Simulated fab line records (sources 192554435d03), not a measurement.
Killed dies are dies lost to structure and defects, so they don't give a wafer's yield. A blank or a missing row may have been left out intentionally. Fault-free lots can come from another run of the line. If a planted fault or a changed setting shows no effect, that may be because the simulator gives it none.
Split-lot experiment ; flow n5 finfet ; 39 wafers read across 7 lots, on a route 1938 steps long

== THE SPLIT ==
At N5_BEOL_M0_SAQP_PECVD_96 (deposits a-Si from SiH4/He, target thk 45 nm, time 45.2 s), the setting time s was moved away from the recipe's 45.2 s on 15 of the 39 wafers read, by -58.3% to +42.0%. This setting was run at the recipe's value on the other wafers.

== FROM THE SPLIT TO THE READING: what the file shows between them, 4 steps ==
- N5_BEOL_M0_SAQP_PECVD_97: deposits SiNx from SiH4/NH3/N2, target thk 23 nm, time 19.9 s
- N5_BEOL_M0_SAQP_PECVD_04: deposits a-Si from SiH4/He, target thk 60 nm, time 60.2 s
- N5_BEOL_M0_SAQP_ETCH_101: etches SiNx in CH3F/O2, target depth 29.9 nm, time 42.7 s
- N5_BEOL_M0_SAQP_ETCH_102: etches SiO2 in CF4, target depth 4 nm, time 4.4 s

== THE READING ==
oes product au, in a.u., at N5_BEOL_M0_SAQP_MANDREL_ETCH_103 (etches a-Si in HBr/Cl2, stops on SiCN, target depth 45 nm, bt time 10 s, time 27 s). A value of 0.676 a.u. with a standard deviation of 0.011 a.u. is what fault-free wafers of this fab line usually give.

wafer;tool, chamber at the split;time s as run, s;against the recipe;oes product au, a.u.;against lot-mates on the recipe
L077.1;pecvd-04, 1,2;45.2;recipe;0.658;-
L077.2;pecvd-04, 1,2;45.2;recipe;0.677;-
L077.3;pecvd-04, 0;45.2;recipe;0.682;-
L077.4;pecvd-04, 2;45.2;recipe;0.684;-
L077.5;pecvd-04, 1;45.2;recipe;0.676;-
L077.6;pecvd-04, 0;45.2;recipe;0.690;-
L079.1;pecvd-04, 0;35.62;-21.2%;0.587;-0.092
L079.2;pecvd-04, 2;45.2;recipe;0.674;-
L079.3;pecvd-04, 1;35.62;-21.2%;0.587;-0.092
L079.4;pecvd-04, 0;45.2;recipe;0.693;-
L079.5;pecvd-04, 2;45.2;recipe;0.671;-
L079.6;pecvd-04, 1;35.62;-21.2%;0.598;-0.081
L082.1;pecvd-04, 2;45.2;recipe;0.657;-
L082.2;pecvd-04, 0;45.2;recipe;0.679;-
L082.3;pecvd-04, 1;64.17;+42.0%;0.847;+0.177
L082.4;pecvd-04, 0,1;64.17;+42.0%;0.828;+0.158
L082.5;pecvd-04, 0,1;64.17;+42.0%;0.855;+0.185
L082.6;pecvd-04, 2;45.2;recipe;0.675;-
L089.1;pecvd-02, 2;18.87;-58.3%;0.460;-0.208
L089.2;pecvd-02, 1;45.2;recipe;0.664;-
L089.3;pecvd-02, 0;18.87;-58.3%;0.471;-0.197
L089.4;pecvd-02, 0;45.2;recipe;0.673;-
L089.5;pecvd-02, 1;45.2;recipe;0.667;-
L089.6;pecvd-02, 2;18.87;-58.3%;0.458;-0.210
L090.1;pecvd-04, 1;38.27;-15.3%;0.608;-0.060
L090.2;pecvd-04, 0;45.2;recipe;0.655;-
L090.3;pecvd-04, 1;45.2;recipe;0.675;-
L090.4;pecvd-04, 0;38.27;-15.3%;0.608;-0.060
L090.5;pecvd-04, 0;45.2;recipe;0.673;-
L090.6;pecvd-04, 1;38.27;-15.3%;0.620;-0.048
L091.1;pecvd-04, 0;45.2;recipe;0.661;-
L091.2;pecvd-04, 1;45.2;recipe;0.680;-
L091.3;pecvd-04, 1;22.94;-49.2%;0.482;-0.195
L091.4;pecvd-04, 0;22.94;-49.2%;0.478;-0.199
L091.5;pecvd-04, 1;45.2;recipe;0.691;-
L091.6;pecvd-04, 0;22.94;-49.2%;0.488;-0.189
L093.3;pecvd-04, 1;45.2;recipe;0.682;-
L093.4;pecvd-04, 0;45.2;recipe;0.663;-
L093.6;pecvd-04, 0;45.2;recipe;0.660;-
Where a row lists several chambers, the file gives one row for several wafers and doesn't say which wafer went through which chamber.

FIT RESULTS
A straight line over all 39 wafers: oes product au changes by +0.00382 a.u. for each +1% of time s; r = +0.99; the points scatter about the line by 0.011 a.u.
The same after taking each lot's own level away (the mean of its wafers on the recipe; 39 wafers): +0.00383 a.u. for each +1%; r = +0.99; scatter 0.011 a.u.
The reading moves by 0.22 a.u. for the largest change in time s, on that fit.
Across the lots, their own levels run from 0.6677 to 0.6793 a.u., a range of 1.1 times the standard deviation given above.
The two slopes are in agreement: the lot-to-lot level therefore moves the slope only a little.
Check: for one of the wafers moved furthest among these (-58.3%), held out of the fit, the line's prediction against its lot-mates is -0.224 a.u. Against them it came out at -0.208 a.u.

== THE WHOLE CHAIN: every reading that the file lists as answering this split, in the file's order ==
step;what it does;reading;change (the file's fit);r (the file's)
N5_BEOL_M0_SAQP_PECVD_96;deposits a-Si from SiH4/He, target thk 45 nm, time 45.2 s;a-Si_of_BEOL_M0_SAQP_PECVD_96.thk nm (the simulator's own value, which no gauge read);+0.45 nm for each +1% of the setting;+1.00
N5_BEOL_M0_SAQP_MANDREL_ETCH_103;etches a-Si in HBr/Cl2, stops on SiCN, target depth 45 nm, bt time 10 s, time 27 s;oes product au;+0.00382 a.u. for each +1% of the setting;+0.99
N5_BEOL_M0_SAQP_MANDREL_ETCH_103;etches a-Si in HBr/Cl2, stops on SiCN, target depth 45 nm, bt time 10 s, time 27 s;etch.depth nm (the simulator's own value, which no gauge read);+0.449 nm for each +1% of the setting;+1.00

== FILE'S OWN FIT ==
oes product au changes by +0.00382 a.u. for each +1% of time s, r = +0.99.
